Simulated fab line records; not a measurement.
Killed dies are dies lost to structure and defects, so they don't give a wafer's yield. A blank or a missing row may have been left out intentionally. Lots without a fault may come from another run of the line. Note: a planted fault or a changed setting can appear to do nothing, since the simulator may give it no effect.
fab line records ; flow nand-harc
[record] lots = 7; wafers = 20; last-day = 31
route steps=1302 shown A_DECK1_JOINT@544 A_ONON_D2@545
lots that met no fault: taken from a fault-free run of the same line
start-h: hours from the record's first day to the start of the lot's first wafer shown ; wait-h: how many hours have passed since the lot's step before this one ; " same as the row above ; L1.1+2: a single row standing in for several wafers ; - no value, or no start given ; * or withheld: withheld ; < > ~ a bound
route shown NAME@n: NAME is a module with steps in the file, n the number in the route of the first one ; usual: the fault-free wafers' mean and standard deviation ; same: alike in all rows ; chamber/n: place in a boat ; sites: the reading at each site ; _std_site: their standard deviation ; _edge_site: inner sites' mean taken away from outer sites' mean ; radius-mm: for every site, how far away it sits from the centre of the wafer ; mask NAME#n: copy n ; behind: the last tool/chamber to shape the wafer ; hold: reason for holding the lot/hours on hold/outcome of the hold ; device: the transistor (n, p or np) that didn't switch ; end of line: the tests these same wafers got at the end of their route ; a step with no rows: only its recipe ; killed: not the wafer's yield, but the dies lost to structure and defects at the first sort ; map: a wafer's dies, marking killed ones x, the rest . and places with no die _
set.NAME: setting as actually run; set.NAME@STEP: the setting as run at that earlier step ; model.NAME: the simulator's own value behind a step, which no gauge read
lots seen at some steps along the route; tables by step, rows by wafer
services: from which hour (start-h, from the record's first day; less than 0 if before it) a tool's chamber was out of use, for how many hours, and why
[[steps]]
[step NHARC_A_DECK1_JOINT_INSPECT_05]
[usual] raw-defect-count = 310/110
lot.wafer;tool;chamber;start-h;wait-h;raw-defect-count
L132.1;defect-inspect-02;-;287.79;0.0;109
L132.4;defect-inspect-02;-;287.79;0.0;189
L132.6;defect-inspect-02;-;287.79;0.0;176
L138.1;defect-inspect-02;-;347.39;0.0;521
L138.4;defect-inspect-02;-;347.39;0.0;475
L138.6;defect-inspect-02;-;347.39;0.0;516
L140.3;defect-inspect-02;-;362.20;0.0;348
L140.4;defect-inspect-02;-;362.20;0.0;249
L140.5;defect-inspect-02;-;362.20;0.0;243
L141.1;defect-inspect-02;-;374.54;0.0;366
L141.2;defect-inspect-02;-;374.54;0.0;194
L141.3;defect-inspect-02;-;374.54;0.0;306
L147.1;defect-inspect-01;-;433.93;0.0;458
L147.2;defect-inspect-01;-;433.93;0.0;410
L148.2;defect-inspect-01;-;446.53;0.0;216
L148.4;defect-inspect-01;-;446.53;0.0;361
L148.5;defect-inspect-01;-;446.53;0.0;284
L151.3;defect-inspect-02;-;473.00;0.0;301
L151.4;defect-inspect-02;-;473.00;0.0;232
L151.5;defect-inspect-02;-;473.00;0.0;376
[step NHARC_A_ONON_D2_DEP_00]
[recipe] target-thk-a = 10000; n2-flow-sccm = 2750; n2o-flow-sccm = 2000; nh3-flow-sccm = 500; sih4-flow-sccm = 210; temp-c = 400
[step NHARC_A_ONON_D2_THK_MEAS_02]
[recipe] thk-meas-gauge = ellipsometry
[usual] thk-nm = 999/10
lot.wafer;tool;chamber;start-h;wait-h;thk-nm
L132.1;film-metro-01;-;288.37;-;1002
L132.4;film-metro-01;-;288.37;-;999
L132.6;film-metro-01;-;288.37;-;997
L138.1;film-metro-02;-;347.97;-;996
L138.4;film-metro-02;-;347.97;-;995
L138.6;film-metro-02;-;347.97;-;994
L140.3;film-metro-01;-;362.77;-;1012
L140.4;film-metro-01;-;362.77;-;1012
L140.5;film-metro-01;-;362.77;-;1010
L141.1;film-metro-01;-;375.11;-;995
L141.2;film-metro-01;-;375.11;-;996
L141.3;film-metro-01;-;375.11;-;995
L147.1;film-metro-01;-;434.53;-;997
L147.2;film-metro-01;-;434.53;-;997
L148.2;film-metro-02;-;447.11;-;995
L148.4;film-metro-02;-;447.11;-;995
L148.5;film-metro-02;-;447.11;-;995
L151.3;film-metro-01;-;473.59;-;988
L151.4;film-metro-01;-;473.59;-;988
L151.5;film-metro-01;-;473.59;-;987
[step NHARC_A_ONON_D2_DEP_03]
[recipe] target-thk-a = 10000; n2-flow-sccm = 2750; n2o-flow-sccm = 2000; nh3-flow-sccm = 500; sih4-flow-sccm = 210; temp-c = 400
[step NHARC_A_ONON_D2_THK_MEAS_05]
[recipe] thk-meas-gauge = ellipsometry
[usual] thk-nm = 1001/8.1
lot.wafer;tool;chamber;start-h;wait-h;thk-nm
L132.1;film-metro-02;-;288.94;-;989
L132.4;film-metro-02;-;288.94;-;988
L132.6;film-metro-02;-;288.94;-;990
L138.1;film-metro-02;-;348.54;-;991
L138.4;film-metro-02;-;348.54;-;992
L138.6;film-metro-02;-;348.54;-;993
L140.3;film-metro-02;-;363.34;-;1013
L140.4;film-metro-02;-;363.34;-;1014
L140.5;film-metro-02;-;363.34;-;1013
L141.1;film-metro-01;-;375.67;-;1005
L141.2;film-metro-01;-;375.67;-;1007
L141.3;film-metro-01;-;375.67;-;1007
L147.1;film-metro-02;-;435.10;-;988
L147.2;film-metro-02;-;435.10;-;988
L148.2;film-metro-01;-;447.67;-;1000
L148.4;film-metro-01;-;447.67;-;1004
L148.5;film-metro-01;-;447.67;-;1004
L151.3;film-metro-01;-;474.15;-;1006
L151.4;film-metro-01;-;474.15;-;1007
L151.5;film-metro-01;-;474.15;-;1007
[step NHARC_A_ONON_D2_DEP_06]
[recipe] target-thk-a = 10000; n2-flow-sccm = 2750; n2o-flow-sccm = 2000; nh3-flow-sccm = 500; sih4-flow-sccm = 210; temp-c = 400
[step NHARC_A_ONON_D2_THK_MEAS_08]
[recipe] thk-meas-gauge = ellipsometry
[usual] thk-nm = 1000/9
lot.wafer;tool;chamber;start-h;wait-h;thk-nm
L132.1;film-metro-02;-;289.50;-;1007
L132.4;film-metro-02;-;289.50;-;1007
L132.6;film-metro-02;-;289.50;-;1006
L138.1;film-metro-02;-;349.10;-;998
L138.4;film-metro-02;-;349.10;-;1000
L138.6;film-metro-02;-;349.10;-;1001
L140.3;film-metro-02;-;363.91;-;1007
L140.4;film-metro-02;-;363.91;-;1008
L140.5;film-metro-02;-;363.91;-;1006
L141.1;film-metro-01;-;376.24;-;1003
L141.2;film-metro-01;-;376.24;-;1002
L141.3;film-metro-01;-;376.24;-;1004
L147.1;film-metro-01;-;435.66;-;1004
L147.2;film-metro-01;-;435.66;-;1005
L148.2;film-metro-02;-;448.24;-;1015
L148.4;film-metro-02;-;448.24;-;1016
L148.5;film-metro-02;-;448.24;-;1015
L151.3;film-metro-01;-;474.72;-;1001
L151.4;film-metro-01;-;474.72;-;1001
L151.5;film-metro-01;-;474.72;-;1003
[step NHARC_A_ONON_D2_DEP_09]
[recipe] target-thk-a = 10000; n2-flow-sccm = 2750; n2o-flow-sccm = 2000; nh3-flow-sccm = 500; sih4-flow-sccm = 210; temp-c = 400
[step NHARC_A_ONON_D2_THK_MEAS_11]
[recipe] thk-meas-gauge = ellipsometry
[usual] thk-nm = 1000/9.1
lot.wafer;tool;chamber;start-h;wait-h;thk-nm
L132.1;film-metro-02;-;290.07;-;999
L132.4;film-metro-02;-;290.07;-;1001
L132.6;film-metro-02;-;290.07;-;998
L138.1;film-metro-01;-;349.67;-;986
L138.4;film-metro-01;-;349.67;-;987
L138.6;film-metro-01;-;349.67;-;985
L140.3;film-metro-02;-;364.47;-;991
L140.4;film-metro-02;-;364.47;-;991
L140.5;film-metro-02;-;364.47;-;989
L141.1;film-metro-01;-;376.80;-;993
L141.2;film-metro-01;-;376.80;-;993
L141.3;film-metro-01;-;376.80;-;994
L147.1;film-metro-02;-;436.22;-;1000
L147.2;film-metro-02;-;436.22;-;1001
L148.2;film-metro-01;-;448.81;-;994
L148.4;film-metro-01;-;448.81;-;994
L148.5;film-metro-01;-;448.81;-;996
L151.3;film-metro-02;-;475.28;-;1009
L151.4;film-metro-02;-;475.28;-;1010
L151.5;film-metro-02;-;475.28;-;1011
[step NHARC_A_ONON_D2_DEP_12]
[recipe] target-thk-a = 10000; n2-flow-sccm = 2750; n2o-flow-sccm = 2000; nh3-flow-sccm = 500; sih4-flow-sccm = 210; temp-c = 400
[step NHARC_A_ONON_D2_THK_MEAS_14]
[recipe] thk-meas-gauge = ellipsometry
[usual] thk-nm = 1002/9.8
lot.wafer;tool;chamber;start-h;wait-h;thk-nm
L132.1;film-metro-02;-;290.64;-;1009
L132.4;film-metro-02;-;290.64;-;1012
L132.6;film-metro-02;-;290.64;-;1010
L138.1;film-metro-01;-;350.24;-;1012
L138.4;film-metro-01;-;350.24;-;1012
L138.6;film-metro-01;-;350.24;-;1013
L140.3;film-metro-01;-;365.04;-;1011
L140.4;film-metro-01;-;365.04;-;1010
L140.5;film-metro-01;-;365.04;-;1010
L141.1;film-metro-01;-;377.36;-;1009
L141.2;film-metro-01;-;377.36;-;1009
L141.3;film-metro-01;-;377.36;-;1009
L147.1;film-metro-02;-;436.79;-;996
L147.2;film-metro-02;-;436.79;-;993
L148.2;film-metro-02;-;449.37;-;996
L148.4;film-metro-02;-;449.37;-;993
L148.5;film-metro-02;-;449.37;-;998
L151.3;film-metro-02;-;475.85;-;1002
L151.4;film-metro-02;-;475.85;-;1000
L151.5;film-metro-02;-;475.85;-;1000
[step NHARC_A_ONON_D2_ANNEAL_15]
[recipe] temp-c = 750; time-s = 3600
[step NHARC_A_ONON_D2_DEP_16]
[recipe] target-thk-a = 10000; n2-flow-sccm = 2750; n2o-flow-sccm = 2000; nh3-flow-sccm = 500; sih4-flow-sccm = 210; temp-c = 400
lot.wafer;tool;chamber;start-h;wait-h
L132.1+4+6;pecvd-onon-03;0;298.29;0.4
L138.1+4+6;pecvd-onon-03;0;358.52;0.4
L140.3+4+5;pecvd-onon-04;0;372.36;0.5
L141.1+2+3;pecvd-onon-03;0;384.53;0.4
L147.1+2;pecvd-onon-04;0;443.70;0.4
L148.2+4+5;pecvd-onon-04;0;458.16;0.4
L151.3+4+5;pecvd-onon-04;0;483.18;0.5
[step NHARC_A_ONON_D2_THK_MEAS_18]
[recipe] thk-meas-gauge = ellipsometry
[usual] thk-nm = 999/7
lot.wafer;tool;chamber;start-h;wait-h;thk-nm
L132.1;film-metro-02;-;298.80;-;998
L132.4;film-metro-02;-;298.80;-;999
L132.6;film-metro-02;-;298.80;-;999
L138.1;film-metro-02;-;359.03;-;1003
L138.4;film-metro-02;-;359.03;-;1002
L138.6;film-metro-02;-;359.03;-;1003
L140.3;film-metro-01;-;372.76;-;1001
L140.4;film-metro-01;-;372.76;-;1001
L140.5;film-metro-01;-;372.76;-;1003
L141.1;film-metro-01;-;385.04;-;992
L141.2;film-metro-01;-;385.04;-;995
L141.3;film-metro-01;-;385.04;-;992
L147.1;film-metro-01;-;444.20;-;1004
L147.2;film-metro-01;-;444.20;-;476
L148.2;film-metro-02;-;458.62;-;474
L148.4;film-metro-02;-;458.62;-;1002
L148.5;film-metro-02;-;458.62;-;1003
L151.3;film-metro-02;-;483.57;-;461
L151.4;film-metro-02;-;483.57;-;989
L151.5;film-metro-02;-;483.57;-;988
[step NHARC_A_ONON_D2_DEP_19]
[recipe] target-thk-a = 10000; n2-flow-sccm = 2750; n2o-flow-sccm = 2000; nh3-flow-sccm = 500; sih4-flow-sccm = 210; temp-c = 400
[[services]]
tool;chamber;start-h;hours;kind
pecvd-onon-04;-;311.00;13.0;pm
pecvd-onon-03;-;408.00;13.0;pm
[[key]]
[first-sign] step = NHARC_A_ONON_D2_THK_MEAS_18; reading = thk-nm; direction = down; sigmas = 75; usual = 999; struck = 470
effect none on later readings
met-at NHARC_A_ONON_D2_DEP_16
struck-wafers L147.2,L148.2,L151.3
later-rows-left-out L147.2,L148.2,L151.3
sort-left-out L147.2,L148.2,L151.3
tester-left-out L147,L148,L151
onset-between 372.36 443.70
[fault] kind = process-parameter-drift; tool = pecvd-onon-04; chamber = -; onset-h = 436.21; steps = NHARC_A_ONON_D2_DEP_16; channel = target-thk-a; offset = *; shape = step; end-h = 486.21; scope = struck-wafers-only; acts-in = *; stated = *
// tester-left-out: of these lots the tester's yield and bins aren't shown, on N5 and GAA mostly nor the transistor test; their killed dies are dies lost to structure and defects alone, not to doping, threshold or leakage, so they don't give the yield
// sort-left-out: the simulated sort isn't trusted on such a fault, so these wafers' sort isn't shown, and their yield isn't known
// later-rows-left-out: the simulator's readings of these wafers behind a module that went badly wrong aren't trusted and aren't shown, but for the sort
